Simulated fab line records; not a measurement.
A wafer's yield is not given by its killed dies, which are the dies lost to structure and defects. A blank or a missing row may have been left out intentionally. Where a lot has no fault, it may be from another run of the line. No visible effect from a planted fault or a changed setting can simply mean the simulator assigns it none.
Split-lot trial + flow n5 finfet + on a route of 1938 steps: 7 lots, 21 wafers read

ON THE SPLIT
At N5_BEOL_M6_COAT_05 (resist thk 90 nm), the setting spin rpm was moved away from the recipe's 1500 rpm on 8 of the 21 wafers read, by -10.5% to +7.2%. The other wafers ran this setting at the recipe's value.

FROM THE SPLIT TO THE READING: what the file shows between them, 4 steps
- N5_BEOL_M6_EXPOSE_08: exposes mask M6 (also split here: dose mj)
- N5_BEOL_M6_PEB_09: peb time 60 s
- N5_BEOL_M6_DEVELOP_10: develop time 30 s
- N5_BEOL_M6_DESCUM_16: chemistry O2, time 7.9 s

THE READING
CAR-ArF_of_BEOL_M6_COAT_05.thk nm (the simulator's own value, which no gauge read), in nm, at N5_BEOL_M6_ETCH_61 (etches SiARC in CF4, target depth 45.5 nm, time 75.8 s). The file does not state a usual value for it. The 13 wafers here that ran the recipe average 50.9 nm, standard deviation 0.34 nm.

| wafer  | tool, chamber at the split | spin rpm as run, rpm | against the recipe | CAR-ArF_of_BEOL_M6_COAT_05.thk nm, nm | against lot-mates on the recipe |
|--------|----------------------------|----------------------|--------------------|---------------------------------------|---------------------------------|
| L074.1 | litho track-01, 0          | 1500                 | recipe             | 51.6                                  | -                               |
| L074.4 | litho track-01, 0          | 1500                 | recipe             | 51.2                                  | -                               |
| L074.5 | litho track-01, 0          | 1500                 | recipe             | 51                                    | -                               |
| L078.3 | litho track-05, 0          | 1500                 | recipe             | 50.4                                  | -                               |
| L078.4 | litho track-05, 0          | 1343                 | -10.5%             | 55.8                                  | +5.4                            |
| L078.6 | litho track-05, 0          | 1343                 | -10.5%             | 55.6                                  | +5.2                            |
| L082.3 | litho track-01, 0          | 1592                 | +6.1%              | 48.2                                  | -2.8                            |
| L082.5 | litho track-01, 0          | 1592                 | +6.1%              | 48.2                                  | -2.8                            |
| L082.4 | litho track-01, 0          | 1500                 | recipe             | 51                                    | -                               |
| L086.2 | litho track-05, 0          | 1500                 | recipe             | 51.4                                  | -                               |
| L086.4 | litho track-05, 0          | 1500                 | recipe             | 50.8                                  | -                               |
| L086.5 | litho track-05, 0          | 1500                 | recipe             | 51.2                                  | -                               |
| L087.4 | litho track-02, 0          | 1500                 | recipe             | 50.8                                  | -                               |
| L087.5 | litho track-02, 0          | 1407                 | -6.2%              | 53.8                                  | +3.0                            |
| L087.6 | litho track-02, 0          | 1407                 | -6.2%              | 54                                    | +3.2                            |
| L093.1 | litho track-01, 0          | 1500                 | recipe             | 50.6                                  | -                               |
| L093.3 | litho track-01, 0          | 1500                 | recipe             | 50.6                                  | -                               |
| L093.5 | litho track-01, 0          | 1500                 | recipe             | 50.6                                  | -                               |
| L095.3 | litho track-01, 0          | 1608                 | +7.2%              | 47.4                                  | -3.4                            |
| L095.5 | litho track-01, 0          | 1608                 | +7.2%              | 47.6                                  | -3.2                            |
| L095.6 | litho track-01, 0          | 1500                 | recipe             | 50.8                                  | -                               |

THE FIT
A straight line over all 21 wafers: CAR-ArF_of_BEOL_M6_COAT_05.thk nm changes by -0.462 nm for each +1% of spin rpm; r = -0.99; the points scatter about the line by 0.29 nm.
The same after taking each lot's own level away (the mean of its wafers on the recipe; 21 wafers): -0.486 nm for each +1%; r = -1.00; scatter 0.18 nm.
According to that fit, moving spin rpm by its largest amount changes the reading by 5.1 nm.
From 50.40 to 51.27 nm: that is the span of the lots' own levels, equal to 2.6 times the standard deviation above.
Hence the lot-to-lot level has little effect on the slope; both slopes agree.
Check: +5.06 nm against its lot-mates is what the line predicts for one of the wafers moved furthest among these (-10.5%) when that wafer is left out of the fit. Against them it came out at +5.4 nm.

OTHER SPLITS APPLIED TO THESE WAFERS
Before the reading, these wafers also passed through other splits. Each is held against what the fit with the lots' levels taken away leaves over:
| other split on the same wafers | wafers away from the commonest value | r with CAR-ArF_of_BEOL_M6_COAT_05.thk nm (lot level and that fit taken away) |
|--------------------------------|--------------------------------------|------------------------------------------------------------------------------|
| N5_BEOL_M2_COAT_62 spin rpm    | 9                                    | +0.08                                                                        |
| N5_BEOL_M3_ETCH_64 time s      | 5                                    | +0.01                                                                        |
| N5_BEOL_M3_COAT_22 spin rpm    | 3                                    | -0.29                                                                        |
| N5_BEOL_M3_SPUTTER_90 time s   | 11                                   | +0.08                                                                        |
| N5_BEOL_M4_COAT_67 spin rpm    | 9                                    | -0.09                                                                        |
| N5_BEOL_M4_COAT_22 spin rpm    | 4                                    | -0.11                                                                        |
| N5_BEOL_M5_COAT_60 spin rpm    | 6                                    | -0.05                                                                        |
| N5_BEOL_M6_EXPOSE_08 dose mj   | 5                                    | +0.15                                                                        |

THE WHOLE CHAIN: every reading that the file lists as answering this split, in the file's order
| step               | what it does                                           | reading                                                                            | change (the file's fit)               | r (the file's) |
|--------------------|--------------------------------------------------------|------------------------------------------------------------------------------------|---------------------------------------|----------------|
| N5_BEOL_M6_COAT_05 | resist thk 90 nm                                       | CAR-ArF_of_BEOL_M6_COAT_05.thk nm (the simulator's own value, which no gauge read) | -0.467 nm for each +1% of the setting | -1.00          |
| N5_BEOL_M6_ETCH_61 | etches SiARC in CF4, target depth 45.5 nm, time 75.8 s | CAR-ArF_of_BEOL_M6_COAT_05.thk nm (the simulator's own value, which no gauge read) | -0.487 nm for each +1% of the setting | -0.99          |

THE FILE'S OWN FIT
CAR-ArF_of_BEOL_M6_COAT_05.thk nm changes by -0.487 nm for each +1% of spin rpm, r = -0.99.
